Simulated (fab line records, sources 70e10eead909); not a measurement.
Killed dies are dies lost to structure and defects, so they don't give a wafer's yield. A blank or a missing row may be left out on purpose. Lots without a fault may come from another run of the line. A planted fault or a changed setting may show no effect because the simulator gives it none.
fab line records | flow nand_harc
record lots=12 wafers=36 last_day=33
route steps=1302 shown A_M1@1192 A_BONDPAD@1203 THIN_TSV@1264 END@1302
lots that met no fault: from a run of the same line without faults
start_h: hours from the record's first day to the start of the lot's first wafer shown | wait_h: hours since the lot's step before | " the same as in the row above | L1.1+2: a row that stands for several wafers | - no value, or no start given | * or withheld: withheld | < > ~ a bound
route shown NAME@n: a module of which the file shows steps, and the number in the route of the first | usual: mean/standard deviation of fault-free wafers | same: alike in all rows | chamber/n: place in a boat | sites: the reading at each site | _std_site: their standard deviation | _edge_site: outer sites' mean less inner sites' | radius_mm: how far each site lies from the wafer's centre | mask NAME#n: copy n | behind: the tool/chamber that last shaped the wafer | hold: why the lot was held/for how many hours/how that ended | device: the transistor (n, p or np) that didn't switch | end of line: the same wafers' tests at the end of the route | a step without rows: its recipe alone | killed: dies lost to structure and defects at the first sort, not the wafer's yield | map: a wafer's dies, x killed, . not, _ none there
set.NAME: the setting as run; set.NAME@STEP: as run at that earlier step | model.NAME: the simulator's own value behind a step, which no gauge read
steps of the route over a sample of lots; a table a step, a row a wafer
services: from which hour (start_h, from the record's first day; less than 0 if before it) a tool's chamber was out of use, for how many hours, and why
## steps
# step NHARC_A_M1_PVD_21
# recipe target_thk_a=300 chamber_pressure_pa=5 power_w=5000 substrate_temp_c=30 time_s=20.49 material=Cu
# usual throttle_valve_pct=29.3/1.1
# columns lot.wafer tool chamber start_h wait_h throttle_valve_pct
L896.3 pvd_sputter-01 - - - 28.3
L896.2 " - " " 28.7
L896.5 " - " " 31.2
L897.3 pvd_sputter-01 - - - 28.7
L897.2 " - " " 28.2
L897.5 " - " " 30.3
L898.3 pvd_sputter-01 - - - 30.2
L898.6 " - " " 31.2
L898.5 " - " " 30.2
L899.2 pvd_sputter-01 - - - 30.4
L899.4 " - " " 28.4
L899.6 " - " " 30.4
L901.2 pvd_sputter-03 - - - 31.0
L901.6 " - " " 29.5
L901.5 " - " " 27.8
L900.3 pvd_sputter-01 - - - 27.9
L900.4 " - " " 29.9
L900.5 " - " " 28.3
L902.4 pvd_sputter-01 - - - 28.1
L902.3 " - " " 31.3
L902.6 " - " " 28.5
L904.4 pvd_sputter-03 - 610.32 - 30.7
L904.2 " - " " 29.3
L904.5 " - " " 30.8
L911.3 pvd_sputter-03 - - - 29.5
L911.2 " - " " 28.1
L911.4 " - " " 30.9
L917.4 pvd_sputter-03 - - - 28.5
L917.1 " - " " 30.1
L917.5 " - " " 30.3
L919.1 pvd_sputter-02 - - - 28.7
L919.3 " - " " 28.6
L919.5 " - " " 29.1
L918.4 pvd_sputter-03 - - - 28.3
L918.2 " - " " 29.9
L918.5 " - " " 28.3
# step NHARC_A_BONDPAD_CMP_29
# recipe target_thk_nm=200 material=SiCN
# usual motor_current_A=11.7/1.2
# columns lot.wafer tool chamber start_h wait_h motor_current_A
L896.2 cmp-04 2 528.09 - 9.6
L896.3 " 1 " " 12.0
L896.5 " 2 " " 10.2
L897.3 cmp-04 0 531.54 - 11.3
L897.2 " 2 " " 9.3
L897.5 " 0 " " 11.7
L898.3 cmp-04 3 541.95 - 14.0
L898.6 " 0 " " 12.4
L898.5 " 1 " " 11.1
L899.2 cmp-01 0 570.34 - 12.6
L899.4 " 2 " " 11.4
L899.6 " 0 " " 12.0
L901.2 cmp-02 1 572.57 - 12.2
L901.5 " 1 " " 12.0
L901.6 " 2 " " 11.4
L900.3 cmp-04 0 577.11 - 11.2
L900.4 " 2 " " 9.7
L900.5 " 3 " " 13.7
L902.4 cmp-01 3 589.95 - 12.0
L902.3 " 2 " " 11.5
L902.6 " 0 " " 12.2
L904.2 cmp-04 3 612.81 - 13.3
L904.4 " 0 " " 11.6
L904.5 " 2 " " 9.3
L911.3 cmp-04 1 665.64 - 11.5
L911.4 " 2 " " 9.3
L911.2 " 3 " " 13.9
L917.4 cmp-01 1 736.85 - 11.3
L917.1 " 2 " " 11.5
L917.5 " 1 " " 10.9
L919.1 cmp-02 0 743.62 - 13.0
L919.3 " 1 " " 12.7
L919.5 " 3 " " 12.0
L918.2 cmp-02 2 754.37 - 11.0
L918.4 " 0 " " 13.4
L918.5 " 1 " " 12.4
# step NHARC_THIN_TSV_CD_MEAS_16
# usual cd_nm=1000.1/1.7
# columns lot.wafer tool chamber start_h wait_h cd_nm
L896.2 cd_sem-01 - 542.98 0.1 998.0
L896.3 " - " " 998.8
L896.5 " - " " 998.7
L897.2 cd_sem-01 - 548.32 0.1 1000.2
L897.3 " - " " 1001.5
L897.5 " - " " 1001.2
L898.3 cd_sem-02 - 559.07 0.1 1001.4
L898.5 " - " " 999.1
L898.6 " - " " 999.3
L901.2 cd_sem-01 - 587.28 0.1 1000.8
L901.5 " - " " 1002.4
L901.6 " - " " 998.5
L899.2 cd_sem-03 - 588.43 0.1 1001.7
L899.4 " - " " 1000.3
L899.6 " - " " 1000.7
L900.3 cd_sem-02 - 593.78 0.1 1000.5
L900.4 " - " " 1000.5
L900.5 " - " " 999.9
L902.3 cd_sem-02 - 606.70 0.1 1002.9
L902.4 " - " " 999.6
L902.6 " - " " 1001.9
L904.2 cd_sem-02 - 632.64 0.1 1002.1
L904.4 " - " " 999.3
L904.5 " - " " 1003.1
L911.2 cd_sem-03 - 684.67 0.1 1003.0
L911.3 " - " " 1000.5
L911.4 " - " " 1000.4
L917.1 cd_sem-01 - 756.79 0.1 999.2
L917.4 " - " " 998.0
L917.5 " - " " 1000.1
L919.1 cd_sem-01 - 761.12 0.1 998.8
L919.3 " - " " 1000.4
L919.5 " - " " 1002.9
L918.2 cd_sem-02 - 771.47 0.1 1001.0
L918.4 " - " " 998.8
L918.5 " - " " 1002.2
# step NHARC_THIN_TSV_ETCHBACK_48
# recipe target_depth_a=10285 over_etch_frac=0.3 time_s=405.17 ion_energy_ev=250 c4f8_flow_sccm=withheld ar_flow_sccm=withheld rf_w=600 bias_w=300 chemistry=C4F8/Ar
# usual oes_product_au=0.95/0.033 rf_vpp_V=546/3.4 run_length_s=426.5/0.44
# columns lot.wafer tool chamber start_h wait_h oes_product_au rf_hours_counter_h rf_vpp_V run_length_s
L896.3 rie_diel-09 1 544.28 - 1.00 1.9 550 426.6
L896.2 " 3 " " 0.99 2.0 542 426.8
L896.5 " 0 " " 0.99 - 546 426.2
L897.3 rie_diel-09 0 549.72 - 0.97 1.9 545 426.5
L897.2 " 1 " " 0.95 2.7 550 426.7
L897.5 " 0 " " 0.97 - 548 426.6
L898.3 rie_diel-12 2 560.33 - 0.92 6.4 542 426.8
L898.6 " 2 " " 0.91 - 543 426.6
L898.5 " 3 " " 0.92 - 547 426.5
L901.2 rie_diel-09 2 588.69 0.4 0.99 4.6 543 425.8
L901.5 " 2 " " 0.98 - 543 426.1
L901.6 " 3 " " 0.98 - 541 427.4
L899.4 rie_diel-08 2 589.70 - 0.91 0.9 553 426.2
L899.2 " 1 " " 0.92 1.7 549 426.1
L899.6 " 3 " " 0.91 - 547 426.0
L900.4 rie_diel-08 0 595.05 - 0.98 2.1 548 426.6
L900.3 " 2 " " 1.00 1.1 551 426.2
L900.5 " 0 " " 1.00 - 549 426.5
L902.4 rie_diel-08 2 608.12 - 0.92 2.0 551 426.1
L902.3 " 0 " " 0.92 2.7 548 426.7
L902.6 " 1 " " 0.93 - 550 426.2
L904.2 rie_diel-08 2 634.08 0.4 0.92 3.9 552 426.9
L904.4 " 3 " " 0.93 4.5 548 425.9
L904.5 " 1 " " 0.92 - 549 426.2
L911.3 rie_diel-12 3 685.98 - 0.92 3.7 546 426.7
L911.4 " 0 " " 0.94 3.9 543 317.0
L911.2 " 1 " " 0.93 4.2 541 426.7
L917.1 rie_diel-12 1 758.17 - 0.92 8.4 543 426.3
L917.4 " 2 " " 0.92 8.2 541 426.8
L917.5 " 3 " " 0.94 - 546 426.6
L919.3 rie_diel-09 1 762.40 - 0.92 4.5 551 427.3
L919.1 " 2 " " 0.93 3.0 543 425.8
L919.5 " 2 " " 0.94 - 542 426.1
L918.4 rie_diel-08 3 772.78 - 0.92 2.5 547 425.6
L918.2 " 1 " " 0.93 2.7 549 426.4
L918.5 " 3 " " 0.92 - 547 425.9
# step NHARC_END_SORT_01
# recipe temp_c=25
# usual defect_limited_yield=91.5/2.9 killed_at_array=53/20 killed_at_other=1/1.2 killed_at_periphery=3.7/2.6 killed_dies=58/20 killed_open=3.5/1.8 killed_short=2.4/1.7 sort_bin_2_pct=3.1/1.3 sort_bin_3_pct=0.6/0.4 sort_bin_4_pct=4.9/1.7 sort_n_pass=619/20 sort_rim_yield_pct=92/4 sort_yield_pct=91.5/2.9
# same gross_dies=677 sort_bin_5_pct[%]=0 sort_bin_6_pct[%]=0 sort_bin_7_pct[%]=0 sort_bin_8_pct[%]=0 sort_rim_n_gross=106.00
# columns lot.wafer tool chamber start_h wait_h defect_limited_yield[%] killed_at_array killed_at_other killed_at_periphery killed_dies killed_open killed_short sort_bin_2_pct[%] sort_bin_3_pct[%] sort_bin_4_pct[%] sort_n_pass sort_rim_yield_pct[%] sort_yield_pct[%]
L911.2 prober-02 0 697.41 2.8 87.9 75 3 4 82 6 3 4.4 0.6 7.1 595 89 87.9
L911.3 prober-02 0 698.22 3.1 89.8 63 3 3 69 7 6 3.5 0.7 5.9 608 89 89.8
L911.4 prober-02 0 699.03 3.4 0 85 587 5 677 4 3 90.1 0.9 9.0 0 0 0
# killed by level:class
L911.2 A_CHANNEL_HOLE_D1:chamber_film_flake=27 A_CHANNEL_HOLE_D2:chamber_film_flake=16 A_SLIT:chamber_film_flake=16 A_CONTACT:chamber_film_flake=6 THIN_TSV:chamber_film_flake=3 A_DECK1_JOINT:geometric_particle:short=2 A_M0:geometric_particle:open=2 P_GATE:chamber_film_flake=2
L911.3 A_CHANNEL_HOLE_D1:chamber_film_flake=32 A_SLIT:chamber_film_flake=13 A_CHANNEL_HOLE_D2:chamber_film_flake=4 A_CONTACT:chamber_film_flake=4 P_GATE:geometric_particle:short=2 A_DECK1_JOINT:geometric_particle:open=2 A_CONTACT:geometric_particle:open=2 THIN_TSV:chamber_film_flake=2
L911.4 THIN_TSV:area_etchback=586 A_CHANNEL_HOLE_D1:chamber_film_flake=33 A_SLIT:chamber_film_flake=23 A_CHANNEL_HOLE_D2:chamber_film_flake=14 A_CONTACT:chamber_film_flake=8 P_ZERO_WELL:chamber_film_flake=2 P_CONTACT:geometric_particle:open=1 P_M0:geometric_particle:open=1
## services
# columns tool chamber start_h hours kind
rie_diel-09 0 502.76 10.7 repair
cmp-04 - 503.00 4.0 pm
pvd_sputter-03 - 526.01 10.0 pm
pvd_sputter-03 - 538.64 4.8 repair
rie_diel-08 - 544.89 9.0 pm
pvd_sputter-01 - 588.01 10.0 pm
rie_diel-09 0 600.89 9.3 repair
cmp-04 - 601.00 4.0 pm
rie_diel-09 1 612.24 3.0 repair
rie_diel-09 3 624.26 5.6 repair
pvd_sputter-03 - 631.29 2.7 repair
pvd_sputter-01 - 642.25 21.2 repair
cmp-04 - 656.55 1.7 repair
rie_diel-09 - 674.10 9.0 pm
cmp-04 - 691.23 0.2 repair
cmp-04 - 699.00 4.0 pm
pvd_sputter-03 - 704.01 10.0 pm
rie_diel-08 - 721.89 9.0 pm
rie_diel-09 2 740.11 10.2 repair
rie_diel-09 3 740.77 2.9 repair
rie_diel-08 - 742.80 0.5 repair
pvd_sputter-01 - 747.46 3.6 repair
cmp-04 - 756.12 1.4 repair
pvd_sputter-01 - 766.01 10.0 pm
## key
first_sign step=NHARC_THIN_TSV_ETCHBACK_48 reading=run_length_s direction=down sigmas=99+ usual=* struck=*
effect step=NHARC_END_SORT_01 reading=killed_at_other direction=up sigmas=99+ usual=1 struck=587
more_kills_born_at NHARC_THIN_TSV_ETCHBACK_48@rie_diel-12=586
met_at NHARC_THIN_TSV_ETCHBACK_48
struck_lots L911
struck_wafers L911.4
later_rows_left_out L911.4
not_acting_at NHARC_A_M1_PVD_21,NHARC_A_BONDPAD_CMP_29,NHARC_THIN_TSV_CD_MEAS_16
fault kind=process_parameter_drift tool=rie_diel-12 chamber=0 onset_h=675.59 steps=NHARC_THIN_TSV_ETCHBACK_48 channel=time_s offset=* shape=step end_h=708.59 acts_in=* stated=*
# later_rows_left_out: the simulator's readings of these wafers behind a module that went badly wrong aren't trusted and aren't shown, but for the sort
